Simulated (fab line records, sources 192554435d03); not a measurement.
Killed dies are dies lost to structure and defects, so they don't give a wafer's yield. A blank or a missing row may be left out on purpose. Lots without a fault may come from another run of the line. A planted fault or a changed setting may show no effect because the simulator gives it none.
fab line records | flow n5_finfet
record lots=4 wafers=10 last_day=17
route steps=1938 shown BEOL_M4@1100 BEOL_M5@1112 PASSIVATION@1936
lots that met no fault: from a run of the same line without faults
start_h: hours from the record's first day to the start of the lot's first wafer shown | wait_h: hours since the lot's step before | " the same as in the row above | L1.1+2: a row that stands for several wafers | - no value, or no start given | * or withheld: withheld | < > ~ a bound
route shown NAME@n: a module of which the file shows steps, and the number in the route of the first | usual: mean/standard deviation of fault-free wafers | same: alike in all rows | chamber/n: place in a boat | sites: the reading at each site | _std_site: their standard deviation | _edge_site: outer sites' mean less inner sites' | radius_mm: how far each site lies from the wafer's centre | mask NAME#n: copy n | behind: the tool/chamber that last shaped the wafer | hold: why the lot was held/for how many hours/how that ended | device: the transistor (n, p or np) that didn't switch | end of line: the same wafers' tests at the end of the route | a step without rows: its recipe alone | killed: dies lost to structure and defects at the first sort, not the wafer's yield | map: a wafer's dies, x killed, . not, _ none there
set.NAME: the setting as run; set.NAME@STEP: as run at that earlier step | model.NAME: the simulator's own value behind a step, which no gauge read
lots at some steps of the route; a table a step, a row a wafer
services: from which hour (start_h, from the record's first day; less than 0 if before it) a tool's chamber was out of use, for how many hours, and why
## steps
# step N5_BEOL_M4_SPUTTER_96
# recipe material=Cu target_thk_a=45 temp_c=-20 chamber_pressure_pa=0.07 power_w=withheld time_s=8.29
# step N5_BEOL_M4_ECD_50
# recipe material=Cu target_thk_a=3000
# step N5_BEOL_M4_ANNEAL_51
# recipe temp_c=225 time_s=90 ambient=N2
# step N5_BEOL_M4_CMP_52
# recipe stop_on=SiOC t_overpolish_s=6.8 down_force_psi=1 platen_rpm=50 clearing_platen_down_force_psi=1.5 clearing_platen_rpm=50 post_cmp_clean=cu_alkaline target_thk_nm=40 clearing_platen_pad_velocity_m_s=0.99484 pad_velocity_m_s=0.99484
# step N5_BEOL_M4_PRE_CLEAN_60
# recipe gas=NH3/H2 time_s=15 temp_c=* rf_power_w=300
# step N5_BEOL_M4_CO_CAP_55
# recipe material=Co target_thk_a=20 temp_c=200 precursor=CCTBA/H2 pressure_torr=30 time_s=102.1
# step N5_BEOL_M4_PRE_CLEAN_56
# recipe gas=NH3 time_s=15 temp_c=withheld rf_power_w=300
# step N5_BEOL_M4_DEP_57
# recipe material=SiCN target_thk_a=80 temp_c=withheld precursor=3MS/NH3 pressure_torr=3 rf_w=202 time_s=14
# step N5_BEOL_M5_ILD_DEP_00
# recipe material=SiCOH_lowk target_thk_a=1406.4 temp_c=300 precursor=DEMS/porogen pressure_torr=5 rf_w=500 time_s=25.9
# usual heater_power_w=331/60 showerhead_plenum_p_Torr=5.749/0.012 throttle_valve_pct=13.6/0.88
# columns lot.wafer tool chamber start_h wait_h heater_power_w showerhead_plenum_p_Torr throttle_valve_pct model.SiCOH_lowk_of_BEOL_M5_ILD_DEP_00.thk_nm
L612.3 pecvd-04 0 243.45 0.5 267 5.766 14.5 141.8
L612.4 " 2 " " 306 5.730 13.9 143.6
L612.5 " 0 " " 262 5.768 14.4 142
L616.2 pecvd-04 2 270.63 0.7 306 5.743 13.8 141.6
L616.5 " 2 " " 312 5.754 14.1 106.6
L621.1 pecvd-04 2 285.18 0.8 297 5.743 13.8 140.6
L621.3 " 1 " " 346 5.741 15.4 103
L624.3 pecvd-03 1 321.26 0.5 392 5.762 14.0 135.8
L624.4 " 2 " " 315 5.742 12.0 141.4
L624.6 " 1 " " 397 5.737 14.0 138.2
# step N5_BEOL_M5_CURE_79
# recipe temp_c=385 time_s=240 ambient=He/Ar material=SiCOH_lowk
# step N5_BEOL_M5_THK_MEAS_01
# recipe reads=SiCOH_lowk_of_BEOL_M5_ILD_DEP_00
# usual M5_ILD_THK=121.0/1.9
# columns lot.wafer tool chamber start_h wait_h M5_ILD_THK[nm]
L612.3 film_metro-02 - 244.09 0.3 121.9
L612.4 " - " " 123.6
L612.5 " - " " 122.0
L616.2 film_metro-02 - 271.21 0.4 121.8
L616.5 " - " " 91.5
L621.1 film_metro-01 - 286.11 0.4 120.9
L621.3 " - " " 88.5
L624.3 film_metro-02 - 321.83 0.3 116.7
L624.4 " - " " 121.8
L624.6 " - " " 118.9
# step N5_BEOL_M5_PECVD_70
# recipe material=SiO2 target_thk_a=160 temp_c=400 precursor=TEOS/O2 pressure_torr=5.5 rf_w=450 teos_flow_sccm=53.8 gas=O2 flow_sccm=3000 time_s=18
# step N5_BEOL_M5_HM_DEP_02
# recipe material=TiN target_thk_a=200 temp_c=25 chamber_pressure_pa=0.49996
# step N5_BEOL_M5_COAT_59
# recipe resist=SOC temp_c=250 time_s=60 spin_rpm=1500 resist_thk_nm=60
# step N5_BEOL_M5_COAT_60
# recipe resist=SiARC temp_c=220 time_s=60 spin_rpm=1500 resist_thk_nm=12
# step N5_BEOL_M5_COAT_71
# recipe resist=underlayer temp_c=205 time_s=60 spin_rpm=1500 resist_thk_nm=5
# step N5_BEOL_M5_COAT_05
# recipe resist=CAR-EUV spin_rpm=1500 resist_thk_nm=30
# step N5_BEOL_M5_EBR_07
# recipe solvent=PGMEA ebr_width_mm=1.5
# step N5_BEOL_M5_SOFTBAKE_06
# recipe temp_c=110 time_s=60 resist=CAR-EUV
# step N5_BEOL_M5_EXPOSE_08
# recipe mask_id=M5 na=0.33 source_shape=annular sigma_inner=0.4 sigma_outer=0.8 polarization=unpolarized target_cd_nm=28 dose_mj=35.75
# step N5_BEOL_M5_PEB_09
# recipe peb_temp_c=100 peb_time_s=60 resist=CAR-EUV
# step N5_BEOL_M5_DEVELOP_10
# recipe develop_time_s=30 developer=TMAH resist=CAR-EUV rinse_liquid=surfactant_rinse dry=air_spin dev_temp_c=23
# step N5_BEOL_M5_DESCUM_16
# recipe chemistry=O2 time_s=7 source_power_w=50 bias_power_w=20 pressure_mtorr=20 rf_frequency_hz=2.712e+07 temp_c=40 resist=CAR-EUV o2_flow_sccm=225
# step N5_BEOL_M5_ETCH_72
# recipe chemistry=N2/H2 target=underlayer target_depth_a=65 mask_material=CAR-EUV time_s=5.2 ion_energy_ev=200 pressure_mtorr=30 source_w=840 bias_w=150 n2_flow_sccm=200 h2_flow_sccm=200 ends=cleared
# step N5_BEOL_M5_ETCH_61
# recipe chemistry=CF4 target=SiARC target_depth_a=156 mask_material=CAR-EUV time_s=26 ion_energy_ev=80 pressure_mtorr=40 source_w=545 bias_w=36 Ar_flow_sccm=100 cf4_flow_sccm=100 ends=cleared
# step N5_BEOL_M5_ETCH_62
# recipe chemistry=N2/H2 target=SOC target_depth_a=750 overetch_a=150 mask_material=SiARC temp_c=40 time_s=112.5 ion_energy_ev=200 pressure_mtorr=30 source_w=840 bias_w=150 n2_flow_sccm=200 h2_flow_sccm=200
# step N5_BEOL_M5_STRIP_63
# recipe chemistry=N2/H2 temp_c=40 n2_flow_sccm=200 h2_flow_sccm=200 rf_frequency_hz=6e+07
# step N5_BEOL_M5_STRIP_73
# recipe chemistry=N2/H2 temp_c=40 n2_flow_sccm=200 h2_flow_sccm=200 rf_frequency_hz=6e+07
# step N5_BEOL_M5_STRIP_64
# recipe chemistry=CF4 resist=SiARC power_w=300 bias_power_w=75 pressure_mtorr=50 cf4_flow_sccm=150 rf_frequency_hz=6e+07
# step N5_BEOL_M5_HM_OPEN_17
# recipe chemistry=Cl2/BCl3 target_depth_a=200 overetch_a=60 target=TiN mask_material=SOC ion_energy_ev=150 pressure_mtorr=10 icp_w=1000 bias_w=126 Cl2_flow_sccm=53.25 bcl3_flow_sccm=21.75 Ar_flow_sccm=25
# step N5_BEOL_M5_STRIP_19
# recipe chemistry=O2 power_w=400 temp_c=40 pressure_mtorr=30 rf_frequency_hz=6e+07 bias_power_w=0 overash_fraction=0.2 o2_flow_sccm=225
# step N5_BEOL_M5_COAT_65
# recipe resist=SOC temp_c=250 time_s=60 spin_rpm=1500 resist_thk_nm=60
# step N5_BEOL_M5_COAT_66
# recipe resist=SiARC temp_c=220 time_s=60 spin_rpm=1500 resist_thk_nm=12
# step N5_BEOL_M5_COAT_74
# recipe resist=underlayer temp_c=205 time_s=60 spin_rpm=1500 resist_thk_nm=5
# step N5_BEOL_M5_CMP_52
# recipe stop_on=SiCOH_lowk t_overpolish_s=6.9 down_force_psi=1 platen_rpm=50 clearing_platen_down_force_psi=1.5 clearing_platen_rpm=50 post_cmp_clean=cu_alkaline target_thk_nm=62 clearing_platen_pad_velocity_m_s=0.99484 pad_velocity_m_s=0.99484
# usual motor_current_A=6.1/0.58 slurry_flow_ml_min=149.9/0.44
# columns lot.wafer tool chamber start_h wait_h motor_current_A slurry_flow_ml_min model.SiCOH_lowk_of_BEOL_M5_ILD_DEP_00.thk_nm
L612.4 cmp-02 2 254.87 0.1 6.6 149.7 120.6
L612.3 " 3 " " 5.3 149.7 119
L612.5 " 3 " " 5.3 150.3 119.2
L616.2 cmp-04 3 280.52 0.3 6.1 150.2 118.8
L616.5 " 2 " " 5.5 150.5 88.6
L621.3 cmp-02 3 295.46 0.2 5.5 149.4 85.4
L621.1 " 1 " " 7.0 150.9 118
L624.4 cmp-02 0 333.99 0.2 6.1 150.7 118.6
L624.3 " 1 " " 6.7 149.9 113.8
L624.6 " 0 " " 5.9 149.8 115.8
# step N5_PASSIVATION_PROBE_49
# usual defect_limited_yield=91.5/1.7 killed_at_M0_to_M3=33/11 killed_at_M4_up=13/5.2 killed_at_contacts=11/5.7 killed_at_front_end=39/11 killed_at_other=4/3 killed_dies=101/20 killed_open=66/15 killed_short=33/8.4 sort_bin_5_function=5.0/1.1 sort_bin_6_memory=3.2/0.69 sort_bin_8_speed=0.1/0.52 sort_n_pass=1078/20 sort_yield_pct=91.4/1.7
# same gross_dies=1180 killed_at_back_side=0 sort_bin_4_leakage[%]=0
# columns lot.wafer tool chamber start_h wait_h defect_limited_yield[%] killed_at_M0_to_M3 killed_at_M4_up killed_at_contacts killed_at_front_end killed_at_other killed_dies killed_open killed_short sort_bin_5_function[%] sort_bin_6_memory[%] sort_bin_8_speed[%] sort_n_pass sort_yield_pct[%]
L612.3 prober-01 - 342.53 0.1 88.4 39 16 19 58 5 137 98 38 7.7 3.4 0 1043 88.4
L612.4 prober-01 - 342.58 0.2 91.0 29 18 7 52 0 106 77 28 5.7 3.3 0 1074 91.0
L612.5 prober-01 - 342.63 0.2 86.7 42 28 12 72 3 157 104 53 7.5 5.3 0 1023 86.7
L616.2 prober-01 - 372.59 0.1 91.5 55 10 2 32 1 100 60 39 4.5 3.8 0 1080 91.5
L616.5 prober-01 - 372.74 0.2 86.9 68 19 11 49 8 155 98 56 7.5 4.9 0 1025 86.9
L621.1 prober-01 - 386.67 0.0 90.9 32 8 12 51 4 107 72 34 5.0 3.6 0 1073 90.9
L621.3 prober-01 - 386.77 0.1 92.5 26 9 12 36 5 88 57 30 3.9 3.1 0 1092 92.5
L624.3 prober-02 - 419.49 0.1 87.8 62 29 7 44 2 144 105 38 8.4 3.6 0 1036 87.8
L624.4 prober-02 - 419.54 0.2 92.8 28 15 6 35 1 85 55 30 4.7 2.3 0 1095 92.8
L624.6 prober-02 - 419.64 0.3 90.6 33 13 17 44 4 111 71 38 5.9 3.3 0.8 1060 89.8
# killed by level:class
L612.3 STI_FIN_REVEAL:geometric_particle:open=31 MOL_CONTACT_COAG:geometric_particle:open=14 BEOL_M3:geometric_particle:open=12 BEOL_M2:geometric_particle:open=9 STI_FIN_REVEAL:geometric_particle:short=8 BEOL_M4:geometric_particle:open=8 FIN_SAQP:geometric_particle:short=6 BEOL_M3:geometric_particle:short=6
L612.4 STI_FIN_REVEAL:geometric_particle:open=19 BEOL_M3:geometric_particle:open=10 FIN_SAQP:geometric_particle:open=9 BEOL_M0_SAQP:geometric_particle:open=9 FIN_SAQP:geometric_particle:short=8 BEOL_M0_SAQP:geometric_particle:short=7 MOL_CONTACT_COAG:geometric_particle:open=5 BEOL_M4:geometric_particle:open=5
L612.5 STI_FIN_REVEAL:geometric_particle:open=29 BEOL_M4:geometric_particle:open=16 BEOL_M0_SAQP:geometric_particle:short=11 BEOL_M1:geometric_particle:open=11 GATE_CUT:geometric_particle:short=10 FIN_SAQP:geometric_particle:open=9 MOL_CONTACT_COAG:geometric_particle:open=9 FIN_SAQP:geometric_particle:short=8
L616.2 BEOL_M0_SAQP:geometric_particle:short=21 BEOL_M0_SAQP:geometric_particle:open=14 BEOL_M3:geometric_particle:open=9 BEOL_M2:geometric_particle:open=7 BEOL_M4:geometric_particle:open=7 FIN_SAQP:geometric_particle:short=6 FIN_SAQP:geometric_particle:open=6 ILD0:geometric_particle:short=3
L616.5 BEOL_M0_SAQP:geometric_particle:short=28 BEOL_M0_SAQP:geometric_particle:open=27 BEOL_M4:geometric_particle:open=14 MOL_CONTACT_COAG:geometric_particle:open=10 FIN_SAQP:geometric_particle:open=9 FIN_SAQP:geometric_particle:short=9 STI_FIN_REVEAL:geometric_particle:open=7 BEOL_M2:geometric_particle:open=6
L621.1 BEOL_M3:geometric_particle:open=15 FIN_SAQP:geometric_particle:open=11 FIN_SAQP:geometric_particle:short=10 MOL_CONTACT_COAG:geometric_particle:open=10 GATE_CUT:geometric_particle:short=9 GATE_CUT:geometric_particle:open=9 BEOL_M2:geometric_particle:open=6 BEOL_M0_SAQP:geometric_particle:open=5
L621.3 BEOL_M3:geometric_particle:open=12 MOL_CONTACT_COAG:geometric_particle:open=11 GATE_CUT:geometric_particle:short=8 FIN_SAQP:geometric_particle:open=7 FIN_SAQP:geometric_particle:short=6 DUMMY_GATE:geometric_particle:open=5 BEOL_M2:geometric_particle:open=4 BEOL_M4:geometric_particle:open=4
L624.3 BEOL_M2:geometric_particle:open=17 BEOL_M1:geometric_particle:open=13 BEOL_M4:geometric_particle:open=12 FIN_SAQP:geometric_particle:short=9 BEOL_M0_SAQP:geometric_particle:short=9 BEOL_M3:geometric_particle:open=9 STI_FIN_REVEAL:geometric_particle:open=8 MOL_CONTACT_COAG:geometric_particle:open=7
L624.4 FIN_SAQP:geometric_particle:short=9 BEOL_M0_SAQP:geometric_particle:open=8 FIN_SAQP:geometric_particle:open=7 STI_FIN_REVEAL:geometric_particle:open=6 BEOL_M0_SAQP:geometric_particle:short=6 BEOL_M2:geometric_particle:open=6 MOL_CONTACT_COAG:geometric_particle:open=5 BEOL_M1:geometric_particle:open=5
L624.6 FIN_SAQP:geometric_particle:open=13 MOL_CONTACT_COAG:geometric_particle:open=10 BEOL_M2:geometric_particle:open=8 STI_FIN_REVEAL:geometric_particle:open=7 BEOL_M1:geometric_particle:open=7 FIN_SAQP:geometric_particle:short=6 BEOL_M5:geometric_particle:open=6 DUMMY_GATE:geometric_particle:open=5
## services
# columns tool chamber start_h hours kind
pecvd-03 - 225.44 0.3 repair
pecvd-04 1 225.77 26.1 repair
cmp-04 - 227.49 4.0 pm
cmp-04 - 231.49 - consumable_replace:conditioner
cmp-04 - 231.49 - consumable_replace:pad
cmp-02 - 258.41 2.0 repair
cmp-02 - 262.26 0.8 repair
cmp-04 - 276.78 0.6 repair
pecvd-03 0 284.83 5.5 scheduled_down
cmp-04 - 296.31 1.8 repair
pecvd-04 1 296.97 5.5 scheduled_down
cmp-02 - 325.52 3.7 pm
pecvd-04 2 326.42 2.1 scheduled_down
pecvd-03 1 334.05 5.2 repair
## key
first_sign step=N5_BEOL_M5_THK_MEAS_01 reading=M5_ILD_THK direction=down sigmas=17 usual=121.0 struck=90.0
effect none on later readings
model_effect step=N5_BEOL_M5_ILD_DEP_00 value=SiCOH_lowk_of_BEOL_M5_ILD_DEP_00.thk_nm without=139.8 struck=104.8
model_effect step=N5_BEOL_M5_CMP_52 value=SiCOH_lowk_of_BEOL_M5_ILD_DEP_00.thk_nm without=117.2 struck=87
met_at N5_BEOL_M5_ILD_DEP_00
struck_wafers L616.5,L621.3
onset_between 243.45 270.63
fault kind=process_parameter_drift tool=pecvd-04 chamber=- onset_h=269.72 steps=N5_BEOL_M5_ILD_DEP_00 channel=time_s offset=* shape=step end_h=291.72 scope=struck_wafers_only acts_in=* stated=*
